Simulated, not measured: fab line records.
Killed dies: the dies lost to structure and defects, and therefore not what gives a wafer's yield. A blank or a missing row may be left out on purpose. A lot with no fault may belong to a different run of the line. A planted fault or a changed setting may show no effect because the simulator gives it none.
fab line records | flow n5Finfet
record: lots: 10 | wafers: 30 | lastDay: 17
route steps=1938 shown PMOS_HMC_CHANNEL_EPI@65 FIN_SAQP@104 BEOL_M4@1111 PASSIVATION@1936
lots untouched by any fault: they come from a run of this same line in which no faults occurred
startH: the number of hours between the record's first day and the start of the first shown wafer of the lot | waitH: how many hours have passed since the lot's step before this one | " repeats the value in the row above | L1.1+2: a row that stands for several wafers | - value missing, or start not given | * or withheld: withheld | < > ~ a bound
route shown NAME@n: names a module that has steps shown in the file, with the first one's number in the route | usual: mean and standard deviation over wafers with no fault | same: alike in all rows | chamber/n: place in a boat | sites: per-site readings | _std_site: the standard deviation of these | _edge_site: outer sites' mean less inner sites' | radiusMm: how far each site lies from the wafer's centre | mask NAME#n: copy n | behind: the tool/chamber that last shaped the wafer | hold: why the lot was held/for how many hours/how that ended | device: the n, p or np transistor that did not switch | end of line: tests of these same wafers at the route's end | a step given without rows: its recipe and nothing more | killed: at the first sort, the dies lost to defects and structure; wafer yield is something else | map: shows each die of a wafer: x if killed, . if not, _ if none is there
set.NAME: setting as actually run; set.NAME@STEP: the setting as run at that earlier step | model.NAME: the simulator's own value behind a step, which no gauge read
route steps across a sampled set of lots; one table per step, one row per wafer
services: from which hour (startH, from the record's first day; less than 0 if before it) a tool's chamber was out of use, for how many hours, and why
== steps ==
step: N5_PMOS_HMC_CHANNEL_EPI_CD_MEAS_09
recipe: targetCdNm: 237.4 | landingEnergyEv: 500 | detector: seInlens
usual: cdNm: 237.6/1.1
lot.wafer | tool     | chamber | startH | waitH | cdNm
L878.1    | cdSem-03 | 0       | 18.06  | -     | 239.1
L878.2    | "        | 0       | "      | "     | 237.9
L878.3    | "        | 0       | "      | "     | 238.5
L879.2    | cdSem-03 | 0       | 23.31  | -     | 238.3
L879.5    | "        | 0       | "      | "     | 238.2
L879.6    | "        | 0       | "      | "     | 236.8
L884.2    | cdSem-03 | 0       | 53.74  | -     | 238.2
L884.4    | "        | 0       | "      | "     | 238.2
L884.6    | "        | 0       | "      | "     | 237.0
L885.2    | cdSem-01 | 0       | 59.35  | -     | 236.0
L885.5    | "        | 0       | "      | "     | 236.3
L885.6    | "        | 0       | "      | "     | 236.6
L886.1    | cdSem-01 | 0       | 64.99  | -     | 236.6
L886.4    | "        | 0       | "      | "     | 236.1
L886.5    | "        | 0       | "      | "     | 237.8
L888.1    | cdSem-03 | 0       | 77.66  | -     | 237.4
L888.3    | "        | 0       | "      | "     | 237.1
L888.4    | "        | 0       | "      | "     | 237.7
L891.1    | cdSem-03 | 0       | 95.92  | -     | 240.2
L891.3    | "        | 0       | "      | "     | 237.9
L891.6    | "        | 0       | "      | "     | 239.3
L894.3    | cdSem-03 | 0       | 114.16 | -     | 238.5
L894.4    | "        | 0       | "      | "     | 237.8
L894.6    | "        | 0       | "      | "     | 238.6
L895.2    | cdSem-03 | 0       | 119.53 | -     | 237.0
L895.3    | "        | 0       | "      | "     | 234.6
L895.5    | "        | 0       | "      | "     | 236.6
L898.1    | cdSem-02 | 0       | 137.61 | -     | 239.7
L898.3    | "        | 0       | "      | "     | 239.3
L898.5    | "        | 0       | "      | "     | 239.4
step: N5_PMOS_HMC_CHANNEL_EPI_CMP_21
recipe: material: SiGe30 | postCmpClean: alkalineBrush | targetThkNm: 54
usual: motorCurrentA: 11.7/0.92
lot.wafer | tool   | chamber | startH | waitH | motorCurrentA
L878.3    | cmp-01 | 3       | 20.51  | 0.0   | 10.9
L878.2    | "      | 0       | "      | "     | 9.6
L878.1    | "      | 2       | "      | "     | 11.8
L879.2    | cmp-01 | 0       | 26.35  | 0.1   | 9.0
L879.5    | "      | 3       | "      | "     | 10.9
L879.6    | "      | 0       | "      | "     | 9.9
L884.2    | cmp-04 | 2       | 56.19  | 0.0   | 12.4
L884.4    | "      | 3       | "      | "     | 12.4
L884.6    | "      | 3       | "      | "     | 11.5
L885.2    | cmp-04 | 2       | 61.88  | 0.1   | 13.1
L885.5    | "      | 0       | "      | "     | 11.1
L885.6    | "      | 1       | "      | "     | 11.8
L886.1    | cmp-04 | 2       | 67.45  | 0.0   | 12.6
L886.4    | "      | 1       | "      | "     | 12.2
L886.5    | "      | 2       | "      | "     | 12.0
L888.4    | cmp-04 | 1       | 79.72  | 0.0   | 11.8
L888.3    | "      | 2       | "      | "     | 12.6
L888.1    | "      | 3       | "      | "     | 12.6
L891.1    | cmp-04 | 0       | 98.45  | 0.0   | 11.6
L891.3    | "      | 3       | "      | "     | 12.0
L891.6    | "      | 1       | "      | "     | 12.8
L894.4    | cmp-01 | 2       | 117.26 | 0.1   | 12.8
L894.3    | "      | 0       | "      | "     | 9.6
L894.6    | "      | 1       | "      | "     | 12.7
L895.3    | cmp-04 | 3       | 121.62 | 0.1   | 12.4
L895.2    | "      | 0       | "      | "     | 11.5
L895.5    | "      | 3       | "      | "     | 12.5
L898.1    | cmp-01 | 2       | 139.82 | 0.1   | 13.1
L898.3    | "      | 0       | "      | "     | 9.2
L898.5    | "      | 1       | "      | "     | 13.0
step: N5_FIN_SAQP_COAT_50
recipe: resist: SiARC | tempC: 220 | timeS: 60 | spinRpm: 1500 | resistThkNm: 35
usual: spinSpeedRpm: 1500.0/1.1
lot.wafer | tool          | chamber | startH | waitH | spinSpeedRpm
L878.1    | lithoTrack-03 | 0       | 22.55  | -     | 1501.8
L878.2    | "             | 0       | "      | "     | 1499.9
L878.3    | "             | 0       | "      | "     | 1499.4
L879.2    | lithoTrack-01 | 0       | 28.29  | -     | 1498.7
L879.5    | "             | 0       | "      | "     | 1499.7
L879.6    | "             | 0       | "      | "     | 1499.8
L884.2    | lithoTrack-01 | 0       | 58.03  | -     | 1500.1
L884.4    | "             | 0       | "      | "     | 1499.0
L884.6    | "             | 0       | "      | "     | 1501.2
L885.2    | lithoTrack-01 | 0       | 63.52  | -     | 1499.8
L885.5    | "             | 0       | "      | "     | 1500.7
L885.6    | "             | 0       | "      | "     | 1501.4
L886.1    | lithoTrack-02 | 0       | 69.49  | -     | 1501.3
L886.4    | "             | 0       | "      | "     | 1500.9
L886.5    | "             | 0       | "      | "     | 1501.6
L888.1    | lithoTrack-03 | 0       | 81.69  | -     | 1498.6
L888.3    | "             | 0       | "      | "     | 1500.5
L888.4    | "             | 0       | "      | "     | 1499.9
L891.1    | lithoTrack-03 | 0       | 100.19 | -     | 1498.4
L891.3    | "             | 0       | "      | "     | 1498.5
L891.6    | "             | 0       | "      | "     | 1498.4
L894.3    | lithoTrack-01 | 0       | 119.04 | -     | 1425.3
L894.4    | "             | 0       | "      | "     | 1424.2
L894.6    | "             | 0       | "      | "     | 1423.0
L895.2    | lithoTrack-01 | 0       | 123.30 | -     | 1426.5
L895.3    | "             | 0       | "      | "     | 1426.2
L895.5    | "             | 0       | "      | "     | 1425.4
L898.1    | lithoTrack-01 | 0       | 141.62 | -     | 1426.7
L898.3    | "             | 0       | "      | "     | 1426.2
L898.5    | "             | 0       | "      | "     | 1426.4
step: N5_FIN_SAQP_ETCH_51
recipe: chemistry: CF4 | target: SiARC | targetDepthA: 455 | maskMaterial: CAR-ArF | timeS: 75.8 | ionEnergyEv: 80 | pressureMtorr: 40 | sourceW: 545 | biasW: 36 | Ar_flow_sccm: 100 | cf4FlowSccm: 100 | ends: cleared
usual: chamberPressureMTorr: 40.00/0.035 | drypumpMotorCurrentA: 5.8/0.41 | etchRfOnTimeS: 75.7/1.7 | oesProductAu: 0.68/0.086 | rfVppV: 184.2/1.1 | showerheadPlenumPTorr: 2.15/0.07 | throttleValvePct: 15.55/0.19
lot.wafer | tool       | chamber | startH | waitH | chamberPressureMTorr | drypumpMotorCurrentA | etchRfOnTimeS | oesProductAu | rfHoursCounterH | rfVppV | showerheadPlenumPTorr | throttleValvePct
L878.1    | rieDiel-02 | 2       | 23.06  | 0.0   | 40.05                | 5.9                  | 75.3          | 0.69         | 109             | 182.4  | 2.07                  | 15.52
L878.2    | "          | 1       | "      | "     | 40.02                | 5.6                  | 73.8          | 0.63         | 177             | 183.0  | 2.04                  | 15.61
L878.3    | "          | 0       | "      | "     | 39.90                | 5.9                  | 74.2          | 0.88         | 1               | 185.5  | 2.19                  | 15.30
L879.2    | rieDiel-02 | 2       | 28.79  | 0.0   | 40.05                | 5.9                  | 74.9          | 0.69         | 112             | 182.8  | 2.07                  | 15.52
L879.5    | "          | 3       | "      | "     | 40.04                | 6.3                  | 77.2          | 0.63         | -               | 186.3  | 2.22                  | 15.34
L879.6    | "          | 2       | "      | "     | 40.00                | 5.9                  | 75.2          | 0.68         | -               | 183.4  | 2.07                  | 15.55
L884.2    | rieDiel-02 | 2       | 58.53  | 0.0   | 39.98                | 5.9                  | 74.2          | 0.67         | 122             | 184.3  | 2.06                  | 15.55
L884.4    | "          | 0       | "      | "     | 40.01                | 5.9                  | 73.2          | 0.83         | -               | 184.1  | 2.19                  | 15.33
L884.6    | "          | 2       | "      | "     | 39.97                | 5.9                  | 75.0          | 0.67         | -               | 182.8  | 2.06                  | 15.55
L885.2    | rieDiel-03 | 3       | 64.00  | 0.0   | 39.92                | 6.0                  | 75.9          | 0.80         | 10              | 184.7  | 2.18                  | 15.43
L885.5    | "          | 1       | "      | "     | 39.97                | 6.3                  | 79.4          | 0.59         | -               | 184.4  | 2.20                  | 15.84
L885.6    | "          | 3       | "      | "     | 40.02                | 6.1                  | 75.9          | 0.80         | -               | 184.9  | 2.18                  | 15.44
L886.1    | rieDiel-04 | 3       | 69.99  | 0.0   | 39.99                | 5.5                  | 73.1          | 0.77         | 25              | 183.6  | 2.09                  | 15.33
L886.4    | "          | 1       | "      | "     | 39.98                | 5.7                  | 75.9          | 0.66         | -               | 184.4  | 2.24                  | 15.49
L886.5    | "          | 0       | "      | "     | 40.05                | 5.6                  | 77.2          | 0.59         | -               | 182.6  | 2.04                  | 15.72
L888.1    | rieDiel-03 | 2       | 82.07  | 0.0   | 40.01                | 4.8                  | 73.2          | 0.61         | 231             | 183.9  | 2.11                  | 15.86
L888.3    | "          | 0       | "      | "     | 40.00                | 5.8                  | 77.8          | 0.59         | 239             | 184.1  | 2.12                  | 15.82
L888.4    | "          | 3       | "      | "     | 39.97                | 6.1                  | 75.2          | 0.78         | 18              | 184.5  | 2.18                  | 15.44
L891.1    | rieDiel-04 | 3       | 100.69 | 0.0   | 40.01                | 5.6                  | 74.8          | 0.75         | 37              | 182.0  | 2.09                  | 15.35
L891.3    | "          | 0       | "      | "     | 39.99                | 5.5                  | 75.0          | 0.84         | 2               | 187.1  | 2.29                  | 15.26
L891.6    | "          | 3       | "      | "     | 40.01                | 5.5                  | 74.3          | 0.74         | -               | 184.8  | 2.09                  | 15.34
L894.3    | rieDiel-02 | 2       | 119.65 | 0.0   | 39.97                | 5.9                  | 79.0          | 0.65         | 147             | 182.5  | 2.06                  | 15.58
L894.4    | "          | 2       | "      | "     | 40.02                | 5.9                  | 78.0          | 0.64         | -               | 182.8  | 2.06                  | 15.60
L894.6    | "          | 1       | "      | "     | 39.98                | 5.6                  | 76.6          | 0.60         | -               | 183.2  | 2.03                  | 15.69
L895.2    | rieDiel-03 | 2       | 124.13 | 0.0   | 40.00                | 4.8                  | 77.5          | 0.60         | 250             | 182.5  | 2.11                  | 15.88
L895.3    | "          | 3       | "      | "     | 40.01                | 6.1                  | 78.4          | 0.75         | 36              | 183.9  | 2.17                  | 15.49
L895.5    | "          | 0       | "      | "     | 39.99                | 5.7                  | 82.0          | 0.56         | -               | 183.6  | 2.12                  | 15.85
L898.1    | rieDiel-02 | 3       | 142.33 | 0.0   | 40.04                | 6.3                  | 80.4          | 0.61         | 187             | 186.1  | 2.21                  | 15.40
L898.3    | "          | 2       | "      | "     | 39.99                | 5.9                  | 78.1          | 0.64         | 157             | 183.0  | 2.05                  | 15.62
L898.5    | "          | 3       | "      | "     | 39.95                | 6.3                  | 80.8          | 0.60         | -               | 184.4  | 2.21                  | 15.39
step: N5_BEOL_M4_RC_MEAS_101
usual: DIBL_N: 36.0/1.7 | DIBL_P: 35.8/2 | IOFF_N: 0.15/0.03 | IOFF_P: 0.20/0.037 | ION_N: 670/12 | ION_P: 460/7.2 | SS_N: 71.5/0.68 | SS_P: 73.2/0.65 | VT_N: 250/3.1 | VT_P: -251/3.4
lot.wafer | tool      | chamber | startH | waitH | DIBL_N[mV/V] | DIBL_P[mV/V] | IOFF_N[nA/um] | IOFF_P[nA/um] | ION_N[uA/um] | ION_P[uA/um] | SS_N[mV/dec] | SS_P[mV/dec] | VT_N[mV] | VT_P[mV]
L879.2    | prober-01 | 0       | 175.62 | 0.2   | 36.4         | 35.4         | 0.16          | 0.20          | 664          | 456          | 71.6         | 73.0         | 250      | -251
L879.5    | "         | 0       | "      | "     | 34.2         | 31.6         | 0.11          | 0.16          | 655          | 455          | 70.5         | 72.0         | 256      | -256
L879.6    | "         | 0       | "      | "     | 34.7         | 32.5         | 0.13          | 0.16          | 662          | 454          | 71.2         | 72.5         | 253      | -257
L878.1    | prober-01 | 0       | 178.10 | 0.0   | 36.0         | 37.1         | 0.17          | 0.24          | 684          | 471          | 71.4         | 73.4         | 249      | -247
L878.2    | "         | 0       | "      | "     | 37.1         | 37.0         | 0.18          | 0.23          | 682          | 464          | 71.3         | 73.3         | 248      | -248
L878.3    | "         | 0       | "      | "     | 36.7         | 36.6         | 0.18          | 0.23          | 669          | 467          | 71.6         | 73.3         | 249      | -247
L884.2    | prober-01 | 0       | 200.75 | 0.2   | 36.3         | 37.4         | 0.15          | 0.21          | 654          | 448          | 70.6         | 73.9         | 248      | -252
L884.4    | "         | 0       | "      | "     | 34.4         | 36.1         | 0.13          | 0.18          | 663          | 460          | 71.2         | 73.1         | 252      | -251
L884.6    | "         | 0       | "      | "     | 39.2         | 40.2         | 0.20          | 0.27          | 669          | 455          | 73.0         | 74.0         | 246      | -251
L885.2    | prober-01 | 0       | 209.11 | 0.2   | 35.7         | 36.3         | 0.16          | 0.19          | 681          | 459          | 71.7         | 72.8         | 247      | -252
L885.5    | "         | 0       | "      | "     | 35.9         | 36.5         | 0.15          | 0.20          | 674          | 467          | 72.2         | 74.3         | 252      | -252
L885.6    | "         | 0       | "      | "     | 37.4         | 38.2         | 0.19          | 0.23          | 689          | 471          | 73.0         | 73.7         | 248      | -251
L886.1    | prober-01 | 0       | 219.75 | 0.0   | 37.8         | 37.9         | 0.17          | 0.24          | 666          | 464          | 72.3         | 73.3         | 249      | -248
L886.4    | "         | 0       | "      | "     | 40.1         | 41.5         | 0.24          | 0.30          | 692          | 474          | 72.6         | 74.2         | 244      | -246
L886.5    | "         | 0       | "      | "     | 37.4         | 36.9         | 0.17          | 0.21          | 683          | 464          | 72.0         | 73.6         | 252      | -249
L888.1    | prober-01 | 0       | 237.50 | 0.0   | 37.7         | 38.1         | 0.19          | 0.27          | 687          | 477          | 71.5         | 73.5         | 248      | -244
L888.3    | "         | 0       | "      | "     | 36.0         | 35.1         | 0.15          | 0.21          | 656          | 455          | 71.8         | 72.4         | 249      | -249
L888.4    | "         | 0       | "      | "     | 34.8         | 33.7         | 0.13          | 0.18          | 678          | 462          | 71.3         | 73.1         | 251      | -249
L891.1    | prober-01 | 0       | 255.01 | 0.0   | 36.2         | 35.7         | 0.14          | 0.19          | 658          | 453          | 71.2         | 72.7         | 252      | -252
L891.3    | "         | 0       | "      | "     | 35.2         | 35.6         | 0.14          | 0.20          | 684          | 470          | 71.1         | 73.4         | 250      | -250
L891.6    | "         | 0       | "      | "     | 35.0         | 34.7         | 0.12          | 0.18          | 655          | 460          | 70.1         | 72.7         | 254      | -251
L894.3    | prober-01 | 0       | 266.22 | 0.3   | 36.8         | 35.9         | 0.17          | 0.19          | 682          | 462          | 71.5         | 73.5         | 247      | -251
L894.4    | "         | 0       | "      | "     | 33.2         | 33.4         | 0.12          | 0.16          | 677          | 466          | 70.2         | 72.4         | 252      | -254
L894.6    | "         | 0       | "      | "     | 35.1         | 33.8         | 0.14          | 0.16          | 665          | 451          | 71.2         | 73.3         | 254      | -257
L895.2    | prober-02 | 0       | 282.10 | 0.2   | 34.7         | 33.5         | 0.13          | 0.19          | 671          | 460          | 71.4         | 72.2         | 252      | -249
L895.3    | "         | 0       | "      | "     | 36.5         | 35.0         | 0.15          | 0.22          | 647          | 448          | 72.0         | 72.6         | 251      | -247
L895.5    | "         | 0       | "      | "     | 36.4         | 35.7         | 0.15          | 0.22          | 658          | 456          | 71.8         | 72.8         | 251      | -247
L898.1    | prober-02 | 0       | 299.09 | 0.0   | 34.7         | 33.9         | 0.13          | 0.18          | 664          | 454          | 70.7         | 73.4         | 252      | -249
L898.3    | "         | 0       | "      | "     | 37.6         | 37.7         | 0.17          | 0.24          | 684          | 467          | 71.3         | 73.3         | 249      | -249
L898.5    | "         | 0       | "      | "     | 34.3         | 33.2         | 0.12          | 0.17          | 653          | 452          | 70.4         | 72.3         | 250      | -254
step: N5_PASSIVATION_PROBE_49
usual: defectLimitedYield: 91.4/1.5 | killed_at_M0_to_M3: 32/9.8 | killed_at_M4_up: 15/5.6 | killedAtContacts: 12/5.4 | killedAtFrontEnd: 40/13 | killedAtOther: 3.0/2.1 | killedDies: 102/17 | killedOnRim: 14/4.4 | killedOpen: 67/13 | killedShort: 32/7.1 | sort_bin_5_function: 5.1/0.96 | sort_bin_6_memory: 3.2/0.7 | sortNPass: 1078/18 | sortYieldPct: 91.3/1.5
same: grossDies: 1180 | killedAtBackSide: 0 | sort_bin_4_leakage[%]: 0 | sort_bin_8_speed[%]: 0
lot.wafer | tool      | chamber | startH | waitH | defectLimitedYield[%] | killed_at_M0_to_M3 | killed_at_M4_up | killedAtContacts | killedAtFrontEnd | killedAtOther | killedDies | killedOnRim | killedOpen | killedShort | sort_bin_5_function[%] | sort_bin_6_memory[%] | sortNPass | sortYieldPct[%]
L878.1    | prober-01 | -       | 287.99 | 0.0   | 90.8                  | 36                 | 11              | 15               | 44               | 3             | 109        | 18          | 78         | 27          | 6.1                    | 3.1                  | 1071      | 90.8
L878.2    | prober-01 | -       | 288.04 | 0.1   | 92.1                  | 17                 | 28              | 15               | 32               | 1             | 93         | 16          | 66         | 26          | 5.0                    | 2.5                  | 1087      | 92.1
L878.3    | prober-01 | -       | 288.09 | 0.1   | 92.0                  | 32                 | 9               | 20               | 31               | 2             | 94         | 19          | 59         | 34          | 5.5                    | 2.0                  | 1086      | 92.0
L879.2    | prober-02 | -       | 289.50 | 0.1   | 91.0                  | 47                 | 15              | 10               | 32               | 2             | 106        | 15          | 69         | 35          | 5.4                    | 3.3                  | 1074      | 91.0
L879.5    | prober-02 | -       | 289.65 | 0.2   | 90.5                  | 26                 | 24              | 10               | 47               | 5             | 112        | 13          | 82         | 28          | 6.4                    | 3.1                  | 1068      | 90.5
L879.6    | prober-02 | -       | 289.70 | 0.3   | 89.5                  | 48                 | 21              | 12               | 43               | 0             | 124        | 15          | 92         | 31          | 5.8                    | 4.5                  | 1056      | 89.5
L884.2    | prober-02 | -       | 310.38 | 0.1   | 90.4                  | 45                 | 16              | 13               | 35               | 4             | 113        | 13          | 82         | 31          | 4.7                    | 4.6                  | 1067      | 90.4
L884.4    | prober-02 | -       | 310.48 | 0.2   | 88.2                  | 37                 | 13              | 13               | 73               | 3             | 139        | 23          | 88         | 44          | 6.5                    | 4.6                  | 1041      | 88.2
L884.6    | prober-02 | -       | 310.58 | 0.3   | 89.6                  | 45                 | 11              | 13               | 50               | 4             | 123        | 16          | 88         | 35          | 5.8                    | 4.3                  | 1057      | 89.6
L891.1    | prober-02 | -       | 359.80 | 0.0   | 91.4                  | 36                 | 14              | 13               | 38               | 1             | 102        | 17          | 73         | 28          | 4.8                    | 3.5                  | 1078      | 91.4
L891.3    | prober-02 | -       | 359.90 | 0.1   | 92.6                  | 32                 | 14              | 7                | 31               | 3             | 87         | 11          | 59         | 27          | 4.2                    | 2.9                  | 1093      | 92.6
L891.6    | prober-02 | -       | 360.05 | 0.3   | 91.4                  | 21                 | 19              | 5                | 54               | 2             | 101        | 12          | 71         | 26          | 5.2                    | 3.0                  | 1079      | 91.4
killed by level:class
L878.1 STI_FIN_REVEAL:geometricParticle:open=14 MOL_CONTACT_COAG:geometricParticle:open=13 BEOL_M0_SAQP:geometricParticle:open=12 FIN_SAQP:geometricParticle:open=9 BEOL_M0_SAQP:geometricParticle:short=7 BEOL_M2:geometricParticle:open=5 BEOL_M3:geometricParticle:open=5 ILD0:geometricParticle:open=4
L878.2 BEOL_M4:geometricParticle:open=20 MOL_CONTACT_COAG:geometricParticle:open=12 STI_FIN_REVEAL:geometricParticle:open=10 BEOL_M0_SAQP:geometricParticle:short=5 STARTING-WAFER:geometricParticle:open=5 GATE_CUT:geometricParticle:open=3 MOL_CONTACT_COAG:geometricParticle:short=3 BEOL_M1:geometricParticle:open=3
L878.3 MOL_CONTACT_COAG:geometricParticle:open=11 BEOL_M0_SAQP:geometricParticle:open=11 STI_FIN_REVEAL:geometricParticle:open=8 BEOL_M0_SAQP:geometricParticle:short=8 MOL_CONTACT_COAG:geometricParticle:short=8 GATE_CUT:geometricParticle:short=7 BEOL_M3:geometricParticle:open=6 FIN_SAQP:geometricParticle:open=3
L879.2 BEOL_M0_SAQP:geometricParticle:open=15 STI_FIN_REVEAL:geometricParticle:open=13 BEOL_M0_SAQP:geometricParticle:short=13 BEOL_M3:geometricParticle:open=8 MOL_CONTACT_COAG:geometricParticle:open=7 BEOL_M2:geometricParticle:open=6 FIN_SAQP:geometricParticle:short=4 DUMMY_GATE:geometricParticle:open=4
L879.5 STI_FIN_REVEAL:geometricParticle:open=15 FIN_SAQP:geometricParticle:open=13 BEOL_M0_SAQP:geometricParticle:short=7 MOL_CONTACT_COAG:geometricParticle:open=7 BEOL_M1:geometricParticle:open=6 BEOL_M4:geometricParticle:open=6 FIN_SAQP:geometricParticle:short=4 DUMMY_GATE:geometricParticle:open=4
L879.6 BEOL_M2:geometricParticle:open=16 STI_FIN_REVEAL:geometricParticle:open=15 BEOL_M0_SAQP:geometricParticle:open=13 BEOL_M4:geometricParticle:open=11 MOL_CONTACT_COAG:geometricParticle:open=9 FIN_SAQP:geometricParticle:short=7 GATE_CUT:geometricParticle:open=6 BEOL_M0_SAQP:geometricParticle:short=6
L884.2 BEOL_M2:geometricParticle:open=15 MOL_CONTACT_COAG:geometricParticle:open=12 BEOL_M4:geometricParticle:open=10 BEOL_M3:geometricParticle:open=9 STI_FIN_REVEAL:geometricParticle:open=8 FIN_SAQP:geometricParticle:short=7 DUMMY_GATE:geometricParticle:open=7 BEOL_M0_SAQP:geometricParticle:short=6
L884.4 STI_FIN_REVEAL:geometricParticle:open=30 BEOL_M1:geometricParticle:open=15 FIN_SAQP:geometricParticle:short=12 MOL_CONTACT_COAG:geometricParticle:open=9 HKMG_FIN:areaEtch=7 FIN_SAQP:geometricParticle:open=6 STI_FIN_REVEAL:geometricParticle:short=6 BEOL_M4:geometricParticle:short=6
L884.6 STI_FIN_REVEAL:geometricParticle:open=21 BEOL_M3:geometricParticle:open=14 MOL_CONTACT_COAG:geometricParticle:open=11 STI_FIN_REVEAL:geometricParticle:short=8 BEOL_M2:geometricParticle:open=7 BEOL_M0_SAQP:geometricParticle:open=6 BEOL_M4:geometricParticle:open=6 FIN_SAQP:geometricParticle:open=4
L891.1 BEOL_M0_SAQP:geometricParticle:open=12 MOL_CONTACT_COAG:geometricParticle:open=11 BEOL_M3:geometricParticle:open=8 STI_FIN_REVEAL:geometricParticle:open=7 GATE_CUT:geometricParticle:short=7 BEOL_M0_SAQP:geometricParticle:short=7 FIN_SAQP:geometricParticle:short=5 BEOL_M4:geometricParticle:open=5
L891.3 FIN_SAQP:geometricParticle:open=11 BEOL_M3:geometricParticle:open=9 BEOL_M2:geometricParticle:open=7 BEOL_M4:geometricParticle:open=7 MOL_CONTACT_COAG:geometricParticle:open=6 BEOL_M2:geometricParticle:short=6 STI_FIN_REVEAL:geometricParticle:open=4 GATE_CUT:geometricParticle:short=4
L891.6 FIN_SAQP:geometricParticle:open=13 STI_FIN_REVEAL:geometricParticle:open=11 BEOL_M3:geometricParticle:open=8 BEOL_M4:geometricParticle:open=7 GATE_CUT:geometricParticle:open=5 GATE_CUT:geometricParticle:short=5 MOL_CONTACT_COAG:geometricParticle:open=4 BEOL_M6:geometricParticle:open=4
== services ==
tool       | chamber | startH | hours | kind
rieDiel-03 | 3       | 15.72  | -     | clean
rieDiel-03 | 3       | 15.72  | -     | consumableReplace:focusRing
rieDiel-03 | 3       | 15.72  | 13.9  | scheduledDown
rieDiel-03 | 3       | 15.72  | 13.9  | ventCycle
cmp-04     | -       | 23.29  | 1.4   | repair
cmp-01     | -       | 29.97  | 5.7   | pm
rieDiel-02 | -       | 34.89  | 0.7   | repair
cmp-04     | -       | 41.70  | 4.0   | pm
cmp-04     | -       | 45.70  | -     | consumableReplace:conditioner
cmp-04     | -       | 45.70  | -     | consumableReplace:pad
rieDiel-02 | 1       | 56.93  | 4.6   | repair
rieDiel-03 | 0       | 57.56  | 11.0  | repair
rieDiel-04 | 2       | 58.03  | 14.0  | repair
cmp-04     | -       | 60.07  | 1.3   | repair
rieDiel-02 | 0       | 91.45  | 11.1  | repair
cmp-04     | -       | 97.58  | 0.8   | repair
rieDiel-02 | 3       | 99.64  | 9.0   | repair
cmp-01     | -       | 100.42 | 13.8  | pm
rieDiel-03 | 1       | 103.52 | -     | clean
rieDiel-03 | 1       | 103.52 | -     | consumableReplace:esc
rieDiel-02 | 3       | 117.67 | 8.6   | repair
cmp-01     | -       | 121.61 | 1.0   | repair
rieDiel-04 | -       | 122.84 | 15.6  | pm
cmp-04     | -       | 128.05 | 1.6   | repair
== key ==
firstSign: step: N5_FIN_SAQP_COAT_50 | reading: spinSpeedRpm | direction: down | sigmas: 68 | usual: * | struck: *
effect none on later readings
metAt N5_FIN_SAQP_COAT_50
struckLots L894,L895,L898
notActingAt N5_PMOS_HMC_CHANNEL_EPI_CD_MEAS_09,N5_PMOS_HMC_CHANNEL_EPI_CMP_21,N5_FIN_SAQP_ETCH_51
onsetBetween 63.52 119.04
fault: kind: processParameterDrift | tool: lithoTrack-01 | chamber: - | onsetH: 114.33 | steps: N5_FIN_SAQP_COAT_50 | channel: spinRpm | offset: * | shape: step | endH: 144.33 | actsIn: * | stated: *
